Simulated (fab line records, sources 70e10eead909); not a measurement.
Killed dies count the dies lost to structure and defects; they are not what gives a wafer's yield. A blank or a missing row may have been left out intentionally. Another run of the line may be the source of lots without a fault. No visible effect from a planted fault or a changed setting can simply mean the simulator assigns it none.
fab line records | flow nandHarc
[record] lots = 12 | wafers = 36 | lastDay = 25
route steps=1159 shown P_CONTACT@252 P_M0@263 END@1159
lots that met no fault: from a run of the same line without faults
startH: hours from the record's first day to the start of the lot's first wafer shown | waitH: time in hours since the lot's previous step | " as in the row above | L1.1+2: a row that stands for several wafers | - no value, or no start was given | * or withheld: withheld | < > ~ a bound
route shown NAME@n: NAME is a module with steps in the file, n the number in the route of the first one | usual: mean/standard deviation of fault-free wafers | same: alike in all rows | chamber/n: place in a boat | sites: the reading at each site | _std_site: the standard deviation of these | _edge_site: the outer-site mean with the inner-site mean subtracted | radiusMm: how far each site lies from the wafer's centre | mask NAME#n: copy n | behind: tool/chamber where the wafer was last shaped | hold: cause of the lot's hold/its duration in hours/its outcome | device: names the non-switching transistor (n, p or np) | end of line: at the end of the route, the tests of the same wafers | step lacking rows: just its recipe | killed: at the first sort, the dies lost to defects and structure; wafer yield is something else | map: shows each die of a wafer: x if killed, . if not, _ if none is there
set.NAME: the setting as run; set.NAME@STEP: as run at that earlier step | model.NAME: the simulator's own value behind a step, which no gauge read
the route's steps for a sample of lots (tables are steps, rows are wafers)
services: from which hour (startH, from the record's first day; less than 0 if before it) a tool's chamber was out of use, for how many hours, and why
[[steps]]
[step NHARC_P_CONTACT_INSPECT_27]
[usual] rawDefectCount = 270/95
lot.wafer | tool             | chamber | startH | waitH | rawDefectCount
L761.1    | defectInspect-02 | -       | 130.85 | 0.1   | 265
L761.3    | "                | -       | "      | "     | 293
L761.4    | "                | -       | "      | "     | 335
L764.2    | defectInspect-01 | -       | 140.33 | 0.1   | 158
L764.5    | "                | -       | "      | "     | 165
L764.6    | "                | -       | "      | "     | 276
L765.1    | defectInspect-01 | -       | 141.34 | 0.1   | 354
L765.4    | "                | -       | "      | "     | 302
L765.5    | "                | -       | "      | "     | 452
L766.2    | defectInspect-02 | -       | 141.88 | 0.1   | 213
L766.5    | "                | -       | "      | "     | 265
L766.6    | "                | -       | "      | "     | 161
L768.1    | defectInspect-02 | -       | 166.49 | 0.1   | 235
L768.2    | "                | -       | "      | "     | 156
L768.6    | "                | -       | "      | "     | 290
L771.2    | defectInspect-02 | -       | 174.02 | 0.1   | 344
L771.3    | "                | -       | "      | "     | 316
L771.4    | "                | -       | "      | "     | 309
L770.1    | defectInspect-01 | -       | 174.06 | 0.1   | 291
L770.5    | "                | -       | "      | "     | 284
L770.6    | "                | -       | "      | "     | 181
L773.2    | defectInspect-01 | -       | 206.73 | 0.1   | 214
L773.3    | "                | -       | "      | "     | 131
L773.4    | "                | -       | "      | "     | 163
L772.3    | defectInspect-01 | -       | 207.30 | 0.1   | 296
L772.4    | "                | -       | "      | "     | 426
L772.6    | "                | -       | "      | "     | 240
L774.2    | defectInspect-02 | -       | 212.12 | 0.1   | 200
L774.5    | "                | -       | "      | "     | 168
L774.6    | "                | -       | "      | "     | 187
L776.1    | defectInspect-01 | -       | 217.90 | 0.1   | 280
L776.3    | "                | -       | "      | "     | 268
L776.4    | "                | -       | "      | "     | 362
L781.2    | defectInspect-02 | -       | 242.85 | 0.1   | 316
L781.4    | "                | -       | "      | "     | 199
L781.6    | "                | -       | "      | "     | 287
[step NHARC_P_M0_CD_MEAS_09]
[recipe] targetCdNm = 90 | landingEnergyEv = 500
[usual] cdNm = 89.4/0.77
lot.wafer | tool     | chamber | startH | waitH | cdNm
L761.1    | cdSem-02 | 0       | 131.75 | -     | 89.1
L761.3    | "        | 0       | "      | "     | 88.6
L761.4    | "        | 0       | "      | "     | 89.3
L764.2    | cdSem-02 | 0       | 141.24 | -     | 89.3
L764.5    | "        | 0       | "      | "     | 90.3
L764.6    | "        | 0       | "      | "     | 89.2
L765.1    | cdSem-01 | 0       | 142.12 | -     | 88.7
L765.4    | "        | 0       | "      | "     | 89.8
L765.5    | "        | 0       | "      | "     | 89.8
L766.2    | cdSem-01 | 0       | 142.66 | -     | 90.1
L766.5    | "        | 0       | "      | "     | 90.1
L766.6    | "        | 0       | "      | "     | 89.5
L768.1    | cdSem-03 | 0       | 167.39 | -     | 89.8
L768.2    | "        | 0       | "      | "     | 90.9
L768.6    | "        | 0       | "      | "     | 90.7
L770.1    | cdSem-01 | 0       | 174.83 | -     | 90.1
L770.5    | "        | 0       | "      | "     | 90.3
L770.6    | "        | 0       | "      | "     | 90.0
L771.2    | cdSem-01 | 0       | 175.06 | -     | 89.9
L771.3    | "        | 0       | "      | "     | 89.0
L771.4    | "        | 0       | "      | "     | 90.3
L773.2    | cdSem-03 | 0       | 207.64 | -     | 88.5
L773.3    | "        | 0       | "      | "     | 88.8
L773.4    | "        | 0       | "      | "     | 88.0
L772.3    | cdSem-01 | 0       | 208.28 | -     | 89.6
L772.4    | "        | 0       | "      | "     | 90.9
L772.6    | "        | 0       | "      | "     | 90.1
L774.2    | cdSem-02 | 0       | 213.03 | -     | 89.6
L774.5    | "        | 0       | "      | "     | 89.7
L774.6    | "        | 0       | "      | "     | 88.4
L776.1    | cdSem-01 | 0       | 218.83 | -     | 88.2
L776.3    | "        | 0       | "      | "     | 89.8
L776.4    | "        | 0       | "      | "     | 88.4
L781.2    | cdSem-03 | 0       | 243.75 | -     | 89.0
L781.4    | "        | 0       | "      | "     | 89.9
L781.6    | "        | 0       | "      | "     | 89.5
[step NHARC_P_M0_ETCH_34]
[recipe] targetDepthA = 400 | overetchA = 120 | timeS = 43.94 | ionEnergyEv = 200 | n2FlowSccm = 150 | h2FlowSccm = 150 | arFlowSccm = 0 | rfW = 400 | biasW = 150 | chemistry = N2/H2
[usual] chamberPressureMTorr = 30.00/0.035 | drypumpMotorCurrentA = 5.8/0.48 | oesProductAu = 0.998/0.011 | rfFwdPowerW = 395.2/1.6 | rfVppV = 431/3.7 | showerheadPlenumPTorr = 2.06/0.13 | throttleValvePct = 14.172/0.0092
lot.wafer | tool       | chamber | startH | waitH | chamberPressureMTorr | drypumpMotorCurrentA | oesProductAu | rfFwdPowerW | rfHoursCounterH | rfVppV | showerheadPlenumPTorr | throttleValvePct
L761.1    | rieDiel-06 | 0       | 132.02 | 0.1   | 30.00                | 5.3                  | 0.996        | 394.3       | 3               | 434    | 2.13                  | 14.171
L761.3    | "          | 2       | "      | "     | 29.96                | 6.0                  | 0.990        | 396.8       | 5               | 435    | 2.19                  | 14.149
L761.4    | "          | 3       | "      | "     | 30.00                | 6.5                  | 0.994        | 394.3       | 4               | 434    | 2.19                  | 14.179
L764.2    | rieDiel-06 | 1       | 141.50 | 0.1   | 30.25                | 5.9                  | 1.027        | 394.9       | 5               | 426    | 1.90                  | 14.167
L764.5    | "          | 1       | "      | "     | 30.03                | 5.9                  | 1.018        | 394.1       | -               | 425    | 1.90                  | 14.179
L764.6    | "          | 2       | "      | "     | 29.97                | 6.0                  | 1.005        | 395.8       | -               | 435    | 2.19                  | 14.159
L765.4    | rieDiel-06 | 3       | 142.40 | 0.1   | 30.02                | 6.5                  | 1.002        | 393.4       | 5               | 434    | 2.19                  | 14.184
L765.1    | "          | 0       | "      | "     | 29.99                | 5.3                  | 0.988        | 394.6       | 5               | 434    | 2.13                  | 14.173
L765.5    | "          | 0       | "      | "     | 30.03                | 5.3                  | 0.999        | 391.6       | -               | 433    | 2.13                  | 14.173
L766.2    | rieDiel-10 | 2       | 142.94 | 0.1   | 29.98                | 4.9                  | 0.986        | 397.3       | 11              | 427    | 1.89                  | 14.166
L766.6    | "          | 0       | "      | "     | 29.99                | 5.3                  | 0.992        | 394.5       | -               | 426    | 1.90                  | 14.170
L766.5    | "          | 1       | "      | "     | 30.01                | 5.4                  | 1.016        | 396.6       | -               | 432    | 2.09                  | 14.188
L768.2    | rieDiel-10 | 0       | 167.66 | 0.1   | 30.00                | 5.3                  | 1.003        | 397.2       | 11              | 427    | 1.90                  | 14.171
L768.1    | "          | 1       | "      | "     | 29.98                | 5.5                  | 1.011        | 395.9       | 12              | 431    | 2.09                  | 14.169
L768.6    | "          | 1       | "      | "     | 30.01                | 5.5                  | 1.005        | 395.9       | -               | 433    | 2.09                  | 14.184
L770.1    | rieDiel-12 | 1       | 175.11 | 0.1   | 30.00                | 6.1                  | 0.988        | 396.3       | 10              | 431    | 2.12                  | 14.177
L770.6    | "          | 1       | "      | "     | 29.99                | 6.1                  | 1.000        | 395.4       | -               | 433    | 2.12                  | 14.181
L770.5    | "          | 2       | "      | "     | 29.97                | 5.4                  | 1.008        | 394.9       | -               | 435    | 2.21                  | 14.170
L771.3    | rieDiel-10 | 3       | 175.33 | 0.1   | 29.98                | 6.1                  | 1.012        | 395.2       | 11              | 430    | 2.02                  | 14.175
L771.2    | "          | 0       | "      | "     | 29.97                | 5.3                  | 1.002        | 396.8       | 12              | 427    | 1.90                  | 14.173
L771.4    | "          | 2       | "      | "     | 29.99                | 4.9                  | 1.010        | 395.3       | 13              | 426    | 1.89                  | 14.181
L773.4    | rieDiel-06 | 0       | 207.91 | 0.1   | 29.98                | 5.3                  | 0.995        | 393.7       | 9               | 433    | 2.13                  | 14.182
L773.3    | "          | 1       | "      | "     | 30.02                | 5.9                  | 1.022        | 395.2       | 10              | 427    | 1.89                  | 14.162
L773.2    | "          | 2       | "      | "     | 29.94                | 6.0                  | 0.998        | 395.9       | 10              | 435    | 2.19                  | 14.167
L772.3    | rieDiel-06 | 3       | 208.55 | 0.1   | 30.02                | 6.5                  | 1.003        | 395.6       | 10              | 435    | 2.19                  | 14.158
L772.4    | "          | 0       | "      | "     | 30.02                | 5.3                  | 1.003        | 392.1       | 9               | 433    | 2.13                  | 14.174
L772.6    | "          | 3       | "      | "     | 29.99                | 6.5                  | 0.999        | 396.8       | -               | 435    | 2.19                  | 14.154
L774.2    | rieDiel-12 | 1       | 213.31 | 0.1   | 29.99                | 6.1                  | 1.003        | 398.4       | 0               | 433    | 2.12                  | 14.177
L774.6    | "          | 3       | "      | "     | 29.98                | 6.0                  | 0.992        | 394.6       | -               | 427    | 1.90                  | 14.156
L774.5    | "          | 0       | "      | "     | 29.98                | 6.4                  | 0.995        | 395.4       | -               | 435    | 2.20                  | 14.177
L776.3    | rieDiel-06 | 1       | 219.10 | 0.1   | 29.98                | 5.9                  | 1.018        | 394.2       | 11              | 427    | 1.89                  | 14.170
L776.1    | "          | 2       | "      | "     | 30.01                | 6.0                  | 0.989        | 395.7       | 10              | 434    | 2.19                  | 14.166
L776.4    | "          | 0       | "      | "     | 30.00                | 5.3                  | 0.818        | 392.9       | 10              | 433    | 2.13                  | 14.179
L781.2    | rieDiel-10 | 2       | 244.03 | 0.1   | 30.01                | 4.9                  | 1.003        | 397.0       | 3               | 428    | 1.89                  | 14.174
L781.4    | "          | 3       | "      | "     | 29.98                | 6.0                  | 0.996        | 397.0       | 3               | 431    | 2.02                  | 14.185
L781.6    | "          | 2       | "      | "     | 29.93                | 4.9                  | 1.002        | 394.2       | -               | 427    | 1.89                  | 14.178
[step NHARC_P_M0_CD_MEAS_16]
[usual] cdNm = 89.4/1
lot.wafer | tool     | chamber | startH | waitH | cdNm
L761.1    | cdSem-01 | -       | 132.24 | -     | 89.3
L761.3    | "        | -       | "      | "     | 89.3
L761.4    | "        | -       | "      | "     | 89.8
L764.2    | cdSem-02 | -       | 141.72 | -     | 89.8
L764.5    | "        | -       | "      | "     | 89.5
L764.6    | "        | -       | "      | "     | 90.8
L765.1    | cdSem-01 | -       | 142.62 | -     | 90.0
L765.4    | "        | -       | "      | "     | 89.6
L765.5    | "        | -       | "      | "     | 90.8
L766.2    | cdSem-02 | -       | 143.14 | -     | 89.5
L766.5    | "        | -       | "      | "     | 89.7
L766.6    | "        | -       | "      | "     | 90.4
L768.1    | cdSem-03 | -       | 167.88 | -     | 91.0
L768.2    | "        | -       | "      | "     | 90.1
L768.6    | "        | -       | "      | "     | 89.7
L770.1    | cdSem-03 | -       | 175.32 | -     | 90.1
L770.5    | "        | -       | "      | "     | 90.8
L770.6    | "        | -       | "      | "     | 88.9
L771.2    | cdSem-02 | -       | 175.68 | -     | 90.1
L771.3    | "        | -       | "      | "     | 89.7
L771.4    | "        | -       | "      | "     | 90.1
L773.2    | cdSem-02 | -       | 208.12 | -     | 88.6
L773.3    | "        | -       | "      | "     | 89.0
L773.4    | "        | -       | "      | "     | 88.4
L772.3    | cdSem-02 | -       | 208.77 | -     | 88.5
L772.4    | "        | -       | "      | "     | 90.0
L772.6    | "        | -       | "      | "     | 89.8
L774.2    | cdSem-03 | -       | 213.51 | -     | 89.3
L774.5    | "        | -       | "      | "     | 90.5
L774.6    | "        | -       | "      | "     | 87.4
L776.1    | cdSem-02 | -       | 219.32 | -     | 89.9
L776.3    | "        | -       | "      | "     | 89.7
L776.4    | "        | -       | "      | "     | 88.3
L781.2    | cdSem-03 | -       | 244.24 | -     | 89.1
L781.4    | "        | -       | "      | "     | 89.1
L781.6    | "        | -       | "      | "     | 88.3
[step NHARC_END_SORT_01]
[recipe] tempC = 25
[usual] defectLimitedYield = 95.4/1.8 | killedAtArray = 28/11 | killedAtOther = 0.7/0.88 | killedAtPeriphery = 3.1/2.2 | killedDies = 31/12 | killedOpen = 3.3/2 | killedShort = 2.0/1.6 | sort_bin_2_pct = 1.5/0.73 | sort_bin_3_pct = 0.27/0.22 | sort_bin_4_pct = 2.9/1.1 | sortNPass = 646/12 | sortRimYieldPct = 93/3.9 | sortYieldPct = 95.4/1.8
[same] grossDies = 677 | sort_bin_5_pct[%] = 0 | sort_bin_6_pct[%] = 0 | sort_bin_7_pct[%] = 0 | sort_bin_8_pct[%] = 0 | sortRimNGross = 106.00
lot.wafer | tool      | chamber | startH | waitH | defectLimitedYield[%] | killedAtArray | killedAtOther | killedAtPeriphery | killedDies | killedOpen | killedShort | sort_bin_2_pct[%] | sort_bin_3_pct[%] | sort_bin_4_pct[%] | sortNPass | sortRimYieldPct[%] | sortYieldPct[%]
L766.2    | prober-01 | 0       | 475.47 | 2.8   | 96.9                  | 16            | 2             | 3                 | 21         | 7          | 1           | 1.2               | 0                 | 1.9               | 656       | 92                 | 96.9
L766.5    | prober-01 | 0       | 477.91 | 3.8   | 96.9                  | 20            | 0             | 1                 | 21         | 2          | 1           | 1.0               | 0                 | 2.1               | 656       | 95                 | 96.9
L766.6    | prober-01 | 0       | 478.72 | 4.1   | 97.0                  | 15            | 1             | 4                 | 20         | 5          | 0           | 1.0               | 0.30              | 1.6               | 657       | 95                 | 97.0
L768.1    | prober-02 | 0       | 487.69 | 2.5   | 96.9                  | 16            | 1             | 4                 | 21         | 1          | 0           | 0.6               | 0.15              | 2.4               | 656       | 95                 | 96.9
L768.2    | prober-02 | 0       | 488.48 | 2.8   | 96.3                  | 23            | 1             | 1                 | 25         | 1          | 2           | 0.9               | 0.44              | 2.4               | 652       | 94                 | 96.3
L768.6    | prober-02 | 0       | 491.67 | 4.0   | 95.6                  | 28            | 1             | 1                 | 30         | 4          | 1           | 1.3               | 0.15              | 3.0               | 647       | 93                 | 95.6
L771.2    | prober-01 | 0       | 502.72 | 2.8   | 95.6                  | 27            | 0             | 3                 | 30         | 3          | 3           | 2.4               | 0                 | 2.1               | 647       | 93                 | 95.6
L771.3    | prober-01 | 0       | 503.52 | 3.1   | 95.6                  | 25            | 1             | 4                 | 30         | 1          | 2           | 0.9               | 0.15              | 3.4               | 647       | 96                 | 95.6
L771.4    | prober-01 | 0       | 504.32 | 3.4   | 95.9                  | 23            | 1             | 4                 | 28         | 5          | 3           | 1.3               | 0.44              | 2.4               | 649       | 95                 | 95.9
L773.2    | prober-01 | 0       | 518.38 | 2.8   | 95.6                  | 28            | 1             | 1                 | 30         | 1          | 2           | 1.8               | 0.59              | 2.1               | 647       | 96                 | 95.6
L773.3    | prober-01 | 0       | 519.17 | 3.1   | 94.8                  | 29            | 0             | 6                 | 35         | 5          | 2           | 2.1               | 0.30              | 2.8               | 642       | 94                 | 94.8
L773.4    | prober-01 | 0       | 519.95 | 3.4   | 96.2                  | 24            | 0             | 2                 | 26         | 0          | 4           | 1.3               | 0                 | 2.5               | 651       | 96                 | 96.2
L772.3    | prober-02 | 0       | 526.08 | 3.1   | 94.2                  | 33            | 1             | 5                 | 39         | 1          | 6           | 2.4               | 0.15              | 3.2               | 638       | 92                 | 94.2
L772.4    | prober-02 | 0       | 526.88 | 3.4   | 94.4                  | 37            | 0             | 1                 | 38         | 4          | 0           | 1.8               | 0.44              | 3.4               | 639       | 92                 | 94.4
L772.6    | prober-02 | 0       | 528.48 | 4.0   | 93.5                  | 41            | 0             | 3                 | 44         | 6          | 4           | 1.2               | 0.30              | 5.0               | 633       | 88                 | 93.5
L774.2    | prober-01 | 0       | 544.93 | 2.8   | 95.0                  | 33            | 1             | 0                 | 34         | 1          | 3           | 1.9               | 0                 | 3.1               | 643       | 92                 | 95.0
L774.5    | prober-01 | 0       | 547.33 | 3.7   | 95.9                  | 23            | 3             | 2                 | 28         | 4          | 2           | 1.8               | 0.30              | 2.1               | 649       | 92                 | 95.9
L774.6    | prober-01 | 0       | 548.14 | 4.0   | 95.0                  | 30            | 0             | 4                 | 34         | 2          | 2           | 1.3               | 0.44              | 3.2               | 643       | 91                 | 95.0
L776.1    | prober-01 | 0       | 570.05 | 2.5   | 92.8                  | 42            | 1             | 6                 | 49         | 5          | 4           | 3.4               | 0.15              | 3.7               | 628       | 88                 | 92.8
L776.3    | prober-01 | 0       | 571.68 | 3.1   | 93.1                  | 43            | 0             | 4                 | 47         | 6          | 2           | 1.8               | 0.59              | 4.6               | 630       | 92                 | 93.1
L776.4    | prober-01 | 0       | 572.49 | 3.4   | 93.8                  | 41            | 1             | 0                 | 42         | 0          | 2           | 1.9               | 0.30              | 4.0               | 635       | 91                 | 93.8
// killed by level:class
L766.2 A_CHANNEL_HOLE_D1:chamberFilmFlake=11 P_CONTACT:geometricParticle:open=2 A_ONON_D1:geometricParticle:open=1 A_CHANNEL_FILL_D1:geometricParticle:open=1 A_WL_FILL:geometricParticle:open=1 A_CONTACT:geometricParticle:open=1 P_GATE:chamberFilmFlake=1 STARTING-WAFER:geometricParticle:open=1
L766.5 A_CHANNEL_HOLE_D1:chamberFilmFlake=14 A_CONTACT:chamberFilmFlake=3 P_M0:geometricParticle:open=1 A_CONTACT:geometricParticle:open=1 A_M1:geometricParticle:short=1 A_STAIRCASE:chamberFilmFlake=1
L766.6 A_CHANNEL_HOLE_D1:chamberFilmFlake=11 P_GATE:geometricParticle:open=1 P_CONTACT:geometricParticle:open=1 P_M0:geometricParticle:open=1 A_CONTACT:geometricParticle:open=1 A_M1:geometricParticle:open=1 P_GATE:chamberFilmFlake=1 A_STAIRCASE:chamberFilmFlake=1
L768.1 A_SLIT:chamberFilmFlake=8 A_STAIRCASE:chamberFilmFlake=2 P_M2:chamberFilmFlake=2 A_CHANNEL_HOLE_D1:chamberFilmFlake=2 A_WL_FILL:chamberFilmFlake=2 P_CONTACT:geometricParticle:open=1 P_GATE:chamberFilmFlake=1 A_CHANNEL_FILL_D1:chamberFilmFlake=1
L768.2 A_SLIT:chamberFilmFlake=9 A_CONTACT:chamberFilmFlake=4 A_CHANNEL_HOLE_D1:chamberFilmFlake=3 A_STAIRCASE:chamberFilmFlake=3 A_CONTACT:geometricParticle:open=1 A_BLC:geometricParticle:short=1 A_M0:geometricParticle:short=1 P_M2:chamberFilmFlake=1
L768.6 A_SLIT:chamberFilmFlake=12 A_BLC:chamberFilmFlake=5 A_STAIRCASE:chamberFilmFlake=3 A_CONTACT:chamberFilmFlake=3 A_CONTACT:geometricParticle:open=2 A_SGD_CUT:geometricParticle:open=1 A_M0:geometricParticle:open=1 STARTING-WAFER:geometricParticle:short=1
L771.2 A_SLIT:chamberFilmFlake=12 A_WL_FILL:chamberFilmFlake=4 A_CHANNEL_HOLE_D1:chamberFilmFlake=3 A_STAIRCASE:chamberFilmFlake=3 P_STI:geometricParticle:short=1 P_CONTACT:geometricParticle:open=1 A_CHANNEL_FILL_D1:geometricParticle:short=1 A_CHANNEL_FILL_D1:geometricParticle:open=1
L771.3 A_SLIT:chamberFilmFlake=9 P_ZERO_WELL:chamberFilmFlake=4 A_STAIRCASE:chamberFilmFlake=4 A_CHANNEL_HOLE_D1:chamberFilmFlake=4 A_CONTACT:chamberFilmFlake=4 A_CHANNEL_FILL_D1:geometricParticle:open=1 A_CHANNEL_FILL_D1:geometricParticle:short=1 A_STAIRCASE:geometricParticle:short=1
L771.4 A_SLIT:chamberFilmFlake=7 A_STAIRCASE:chamberFilmFlake=5 P_ZERO_WELL:chamberFilmFlake=2 A_CHANNEL_FILL_D1:chamberFilmFlake=2 A_CONTACT:chamberFilmFlake=2 P_CONTACT:geometricParticle:open=1 P_M2:geometricParticle:short=1 A_SOURCE_PLATE:geometricParticle:open=1
L773.2 A_SLIT:chamberFilmFlake=8 A_STAIRCASE:chamberFilmFlake=7 A_CHANNEL_HOLE_D1:chamberFilmFlake=5 A_CONTACT:chamberFilmFlake=3 A_CHANNEL_FILL_D1:chamberFilmFlake=2 A_WL_FILL:geometricParticle:short=1 A_M0:geometricParticle:open=1 P_STI:chamberFilmFlake=1
L773.3 A_SLIT:chamberFilmFlake=11 P_STI:chamberFilmFlake=5 A_STAIRCASE:chamberFilmFlake=4 A_CHANNEL_HOLE_D1:chamberFilmFlake=3 A_CONTACT:chamberFilmFlake=3 P_M0:geometricParticle:short=1 A_ONON_D1:geometricParticle:open=1 A_CHANNEL_HOLE_D1:geometricParticle:open=1
L773.4 A_SLIT:chamberFilmFlake=9 A_CHANNEL_HOLE_D1:chamberFilmFlake=8 A_ONON_D1:geometricParticle:short=3 P_STI:chamberFilmFlake=2 A_M1:chamberFilmFlake=2 A_CHANNEL_HOLE_D1:geometricParticle:short=1 A_CHANNEL_FILL_D1:chamberFilmFlake=1
L772.3 A_SLIT:chamberFilmFlake=12 A_CHANNEL_HOLE_D1:chamberFilmFlake=6 A_STAIRCASE:chamberFilmFlake=4 A_CONTACT:chamberFilmFlake=4 P_CONTACT:geometricParticle:short=2 P_ZERO_WELL:chamberFilmFlake=2 P_STI:geometricParticle:short=1 A_CHANNEL_FILL_D1:geometricParticle:short=1
L772.4 A_CHANNEL_HOLE_D1:chamberFilmFlake=12 A_SLIT:chamberFilmFlake=9 A_STAIRCASE:chamberFilmFlake=4 A_CONTACT:chamberFilmFlake=3 A_ZERO_WELL:chamberFilmFlake=3 A_SGD_CUT:chamberFilmFlake=2 P_M0:geometricParticle:open=1 A_CHANNEL_FILL_D1:geometricParticle:open=1
L772.6 A_CHANNEL_HOLE_D1:chamberFilmFlake=15 A_SLIT:chamberFilmFlake=7 A_STAIRCASE:chamberFilmFlake=5 A_M1:geometricParticle:open=3 A_CONTACT:chamberFilmFlake=2 A_ONON_D1:geometricParticle:short=1 A_CHANNEL_HOLE_D1:geometricParticle:short=1 A_CHANNEL_FILL_D1:geometricParticle:open=1
L774.2 A_CHANNEL_HOLE_D1:chamberFilmFlake=23 A_STAIRCASE:chamberFilmFlake=3 A_ONON_D1:geometricParticle:short=1 A_WL_FILL:geometricParticle:short=1 A_CONTACT:geometricParticle:open=1 A_M0:geometricParticle:short=1 A_ZERO_WELL:chamberFilmFlake=1 A_CONTACT:chamberFilmFlake=1
L774.5 A_CHANNEL_HOLE_D1:chamberFilmFlake=11 A_CONTACT:chamberFilmFlake=4 THIN_TSV:chamberFilmFlake=3 A_STAIRCASE:chamberFilmFlake=2 P_CONTACT:geometricParticle:open=1 A_SOURCE_PLATE:geometricParticle:open=1 A_ONON_D1:geometricParticle:short=1 A_CHANNEL_FILL_D1:geometricParticle:short=1
L774.6 A_CHANNEL_HOLE_D1:chamberFilmFlake=17 A_CONTACT:chamberFilmFlake=8 P_M0:chamberFilmFlake=3 A_STAIRCASE:chamberFilmFlake=2 P_CONTACT:geometricParticle:open=1 A_SOURCE_PLATE:geometricParticle:short=1 A_CHANNEL_HOLE_D1:geometricParticle:short=1 A_CONTACT:geometricParticle:open=1
L776.1 A_SLIT:chamberFilmFlake=16 A_CHANNEL_HOLE_D1:chamberFilmFlake=8 A_STAIRCASE:chamberFilmFlake=4 A_WL_FILL:chamberFilmFlake=3 A_CONTACT:chamberFilmFlake=3 A_WL_FILL:geometricParticle:short=2 P_GATE:chamberFilmFlake=2 P_M0:chamberFilmFlake=2
L776.3 A_CHANNEL_HOLE_D1:chamberFilmFlake=15 A_SLIT:chamberFilmFlake=12 A_STAIRCASE:chamberFilmFlake=4 A_WL_FILL:chamberFilmFlake=4 A_CONTACT:geometricParticle:open=3 P_M0:geometricParticle:open=2 A_CHANNEL_FILL_D1:geometricParticle:open=1 A_WL_FILL:geometricParticle:short=1
L776.4 A_CHANNEL_HOLE_D1:chamberFilmFlake=18 A_SLIT:chamberFilmFlake=16 A_STAIRCASE:chamberFilmFlake=2 A_CONTACT:chamberFilmFlake=2 A_ONON_D1:geometricParticle:short=1 A_CONTACT:geometricParticle:short=1 A_BONDPAD:chamberFilmFlake=1 THIN_TSV:chamberFilmFlake=1
[[services]]
tool       | chamber | startH | hours | kind
rieDiel-06 | 0       | 119.59 | 7.8   | repair
rieDiel-06 | 1       | 122.25 | -     | clean
rieDiel-06 | 2       | 122.25 | -     | clean
rieDiel-06 | 3       | 122.25 | -     | clean
rieDiel-06 | 3       | 126.93 | 1.4   | repair
rieDiel-12 | 0       | 135.18 | 6.0   | repair
rieDiel-06 | 0       | 146.75 | -     | clean
rieDiel-06 | 1       | 146.75 | -     | clean
rieDiel-06 | 2       | 146.75 | -     | clean
rieDiel-06 | 3       | 146.75 | -     | clean
rieDiel-12 | 2       | 159.62 | 7.0   | repair
rieDiel-12 | 3       | 159.77 | 1.8   | repair
rieDiel-12 | 2       | 167.22 | 2.7   | repair
rieDiel-06 | 0       | 171.25 | -     | clean
rieDiel-06 | 1       | 171.25 | -     | clean
rieDiel-06 | 2       | 171.25 | -     | clean
rieDiel-06 | 3       | 171.25 | -     | clean
rieDiel-10 | -       | 176.50 | 9.0   | pm
rieDiel-06 | 0       | 195.75 | -     | clean
rieDiel-06 | 1       | 195.75 | -     | clean
rieDiel-12 | -       | 202.40 | 9.0   | pm
rieDiel-10 | -       | 229.67 | 0.3   | repair
rieDiel-10 | 3       | 234.55 | 4.3   | repair
rieDiel-06 | -       | 241.20 | 9.0   | pm
[[key]]
[firstSign] step = NHARC_P_M0_ETCH_34 | reading = oesProductAu | direction = down | sigmas = 16 | usual = 0.998 | struck = 0.818
effect none on later readings
metAt NHARC_P_M0_ETCH_34
struckLots L776
struckWafers L776.4
notActingAt NHARC_P_CONTACT_INSPECT_27,NHARC_P_M0_CD_MEAS_09,NHARC_P_M0_CD_MEAS_16
onsetBetween 208.55 219.10
[fault] kind = processParameterDrift | tool = rieDiel-06 | chamber = 0 | onsetH = 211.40 | steps = NHARC_P_M0_ETCH_34 | channel = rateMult | offset = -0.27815 | shape = step | endH = 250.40
